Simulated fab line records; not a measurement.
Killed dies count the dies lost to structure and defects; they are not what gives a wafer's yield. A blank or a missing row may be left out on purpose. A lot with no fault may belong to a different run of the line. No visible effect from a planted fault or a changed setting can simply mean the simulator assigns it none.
One fault seen from 2 desks ; flow n5-finfet ; every desk sees just its own numbers, and what lay behind them comes last

## FROM THE METROLOGY DESK
Means of the sampled wafers that have a number, per lot and without regard to the tool the lot ran on: this is what the gauges read. The brackets show how far a lot's mean lies from the usual mean; more than 4 standard deviations puts the lot out of limits, marked OUT. 7 of its 10 readings are shown, namely those furthest out on some lot.
Columns: A = DIBL_P at N5_BEOL_M4_RC_MEAS_101, usual 36.0 mV/V; B = IOFF_N at N5_BEOL_M4_RC_MEAS_101, usual 0.16 nA/um; C = IOFF_P at N5_BEOL_M4_RC_MEAS_101, usual 0.21 nA/um; D = ION_P at N5_BEOL_M4_RC_MEAS_101, usual 464 uA/um; E = SS_P at N5_BEOL_M4_RC_MEAS_101, usual 73.3 mV/dec; F = VT_N at N5_BEOL_M4_RC_MEAS_101, usual 250 mV; G = VT_P at N5_BEOL_M4_RC_MEAS_101, usual -250 mV
lot;first seen here;A;B;C;D;E;F;G
L800;day 7 18:26;38.7;0.20;0.28;475;74.2;246;-245
L803;day 8 15:01;38.2;0.17;0.23;470;74.3;247;-250
L805;day 9 00:40;34.8;0.14;0.21;473;72.6;249;-248
L808;day 9 10:14;33.6;0.12;0.19;463;72.3;255;-250
L807;day 9 15:16;37.1;0.19;0.25;465;73.0;249;-246
L816;day 13 07:18;37.3;0.17;0.23;477;73.7;248;-249
L815;day 13 14:40;34.9;0.13;0.17;458;72.9;254;-254
L819;day 14 09:01;37.4;0.18;0.23;465;73.8;247;-248
L822;day 14 12:35;35.7;0.14;0.21;466;72.6;252;-249
L812;day 14 14:58;35.5;0.17;0.23;469;73.0;247;-247
This desk's verdict: no lot among the 10 shows anything out of limits.

## FOR THE TOOL OWNER'S DESK: cvd-co-01
The tool's own readings at N5_BEOL_M0_CO_CAP_123 (material Co, precursor CCTBA/H2, target thk 2 nm, time 102.1 s): means of the sampled wafers that have a number, for each lot that ran on this tool. The brackets show how far a lot's mean lies from the usual mean; more than 4 standard deviations puts the lot out of limits, marked OUT.
Columns: A = heater-power-w at N5_BEOL_M0_CO_CAP_123, usual 223 W; B = run-length-s at N5_BEOL_M0_CO_CAP_123, usual 124.9 s
lot;first seen here;A;B
L803;day 6 23:29;211;124.7
L808;day 7 18:29;215;124.6
L807;day 8 03:02;217;124.7
L815;day 11 10:23;212;82.1 (-99 or more) OUT
L812;day 11 13:09;215;103.6 (-59) OUT
Finding of this desk: L812, L815 out of limits; the first was L815 at day 11 10:23, on run-length-s at N5_BEOL_M0_CO_CAP_123. L803, L808, L807: within limits.

## TAKEN TOGETHER
The tool owner's desk had the chance to raise an alarm at day 11 10:23 on L812, L815.
Nothing out of limits was seen by the metrology desk.
The metrology desk holds a record of L812, L815, inside its limits.
All the named lots went through N5_BEOL_M0_CO_CAP_123 on cvd-co-01.

## WHAT THE SIMULATOR HAD INSERTED
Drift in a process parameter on cvd-co-01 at N5_BEOL_M0_CO_CAP_123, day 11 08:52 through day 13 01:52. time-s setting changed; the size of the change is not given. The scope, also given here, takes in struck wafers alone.
Lots struck among those shown: L812, L815.
Delay in hours, fault start to first out-of-limits reading, by desk: the tool owner's desk at 2.
